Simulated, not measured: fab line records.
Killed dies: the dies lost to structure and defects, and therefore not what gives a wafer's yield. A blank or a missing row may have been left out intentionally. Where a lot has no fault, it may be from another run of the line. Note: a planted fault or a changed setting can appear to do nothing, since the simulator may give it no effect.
Matching of chambers || flow nand harc || NHARC_P_GATE_DESCUM_13 on rie diel-03 has 4 sister chambers
The step chemistry O2, time 3 s. 16 wafers are shown with their chamber, then 8 later ones without.

== EACH WAFER AND ITS CHAMBER ==
{"wafer": "L377.1", "chamber": 3, "drypump motor current A (A)": 5.3, "oes product au (a.u.)": 1.007, "rf vpp V (V)": 58.3}
{"wafer": "L377.3", "chamber": 0, "drypump motor current A (A)": 5.5, "oes product au (a.u.)": 1.000, "rf vpp V (V)": 57.5}
{"wafer": "L377.6", "chamber": 0, "drypump motor current A (A)": 5.6, "oes product au (a.u.)": 1.009, "rf vpp V (V)": 56.6}
{"wafer": "L384.1", "chamber": 0, "drypump motor current A (A)": 5.6, "oes product au (a.u.)": 0.991, "rf vpp V (V)": 58.4}
{"wafer": "L384.3", "chamber": 3, "drypump motor current A (A)": 5.3, "oes product au (a.u.)": 1.014, "rf vpp V (V)": 56.9}
{"wafer": "L384.4", "chamber": 2, "drypump motor current A (A)": 5.7, "oes product au (a.u.)": 1.005, "rf vpp V (V)": 57.4}
{"wafer": "L388.3", "chamber": 2, "drypump motor current A (A)": 5.7, "oes product au (a.u.)": 0.993, "rf vpp V (V)": 59.6}
{"wafer": "L388.5", "chamber": 1, "drypump motor current A (A)": 6.4, "oes product au (a.u.)": 0.990, "rf vpp V (V)": 58.4}
{"wafer": "L388.6", "chamber": 2, "drypump motor current A (A)": 5.7, "oes product au (a.u.)": 1.001, "rf vpp V (V)": 58.0}
{"wafer": "L386.4", "chamber": 2, "drypump motor current A (A)": 5.7, "oes product au (a.u.)": 1.010, "rf vpp V (V)": 58.1}
{"wafer": "L386.5", "chamber": 2, "drypump motor current A (A)": 5.7, "oes product au (a.u.)": 1.011, "rf vpp V (V)": 57.9}
{"wafer": "L386.6", "chamber": 3, "drypump motor current A (A)": 5.3, "oes product au (a.u.)": 1.008, "rf vpp V (V)": 57.3}
{"wafer": "L387.1", "chamber": 1, "drypump motor current A (A)": 6.4, "oes product au (a.u.)": 0.990, "rf vpp V (V)": 59.6}
{"wafer": "L387.2", "chamber": 2, "drypump motor current A (A)": 5.7, "oes product au (a.u.)": 1.000, "rf vpp V (V)": 58.9}
{"wafer": "L387.4", "chamber": 3, "drypump motor current A (A)": 5.3, "oes product au (a.u.)": 0.997, "rf vpp V (V)": 59.0}
{"wafer": "L390.2", "chamber": 2, "drypump motor current A (A)": 5.7, "oes product au (a.u.)": 1.006, "rf vpp V (V)": 59.3}

SIGNATURES, as means of the wafers listed above
{"reading": "drypump motor current A", "chamber 0": 5.567, "chamber 1": 6.400, "chamber 2": 5.700, "chamber 3": 5.300, "scatter within a chamber": 0.0236}
{"reading": "oes product au", "chamber 0": 1.00000, "chamber 1": 0.99000, "chamber 2": 1.00371, "chamber 3": 1.00650, "scatter within a chamber": 0.00675}
{"reading": "rf vpp V", "chamber 0": 57.500, "chamber 1": 59.000, "chamber 2": 58.457, "chamber 3": 57.875, "scatter within a chamber": 0.868}
Rule: for a wafer and a chamber, the distance is found by dividing, reading by reading, the gap between the wafer's reading and the chamber's mean by the reading's scatter, squaring, summing and taking the root. The wafer belongs to the nearest chamber; if the next one is less than 2 further off, it can't be placed. The scatter is the square root of a quotient: the sum, over the shown wafers, of each reading's squared deviation from its chamber's mean, divided by wafers minus chambers.

== WAFERS WITH NO CHAMBER GIVEN ==
{"wafer": "L390.3", "drypump motor current A (A)": 5.2, "oes product au (a.u.)": 1.003, "rf vpp V (V)": 58.1}
{"wafer": "L390.4", "drypump motor current A (A)": 5.5, "oes product au (a.u.)": 0.993, "rf vpp V (V)": 58.0}
{"wafer": "L391.2", "drypump motor current A (A)": 5.5, "oes product au (a.u.)": 1.000, "rf vpp V (V)": 57.2}
{"wafer": "L391.5", "drypump motor current A (A)": 5.3, "oes product au (a.u.)": 0.998, "rf vpp V (V)": 57.5}
{"wafer": "L391.6", "drypump motor current A (A)": 5.5, "oes product au (a.u.)": 0.999, "rf vpp V (V)": 59.0}
{"wafer": "L392.2", "drypump motor current A (A)": 5.7, "oes product au (a.u.)": 0.989, "rf vpp V (V)": 57.5}
{"wafer": "L392.3", "drypump motor current A (A)": 5.6, "oes product au (a.u.)": 0.989, "rf vpp V (V)": 57.9}
{"wafer": "L392.6", "drypump motor current A (A)": 5.7, "oes product au (a.u.)": 1.002, "rf vpp V (V)": 58.1}

== THE CHAMBER EACH PASSED THROUGH ==
{"wafer": "L390.3", "from the rows above": 3, "in truth": 3}
{"wafer": "L390.4", "from the rows above": 0, "in truth": 0}
{"wafer": "L391.2", "from the rows above": 0, "in truth": 0}
{"wafer": "L391.5", "from the rows above": 3, "in truth": 3}
{"wafer": "L391.6", "from the rows above": 0, "in truth": 0}
{"wafer": "L392.2", "from the rows above": 2, "in truth": 2}
{"wafer": "L392.3", "from the rows above": 0, "in truth": 0}
{"wafer": "L392.6", "from the rows above": 2, "in truth": 2}
Correctly placed: 8 of 8. Not placeable from these rows: 0. 0 placed wrongly.
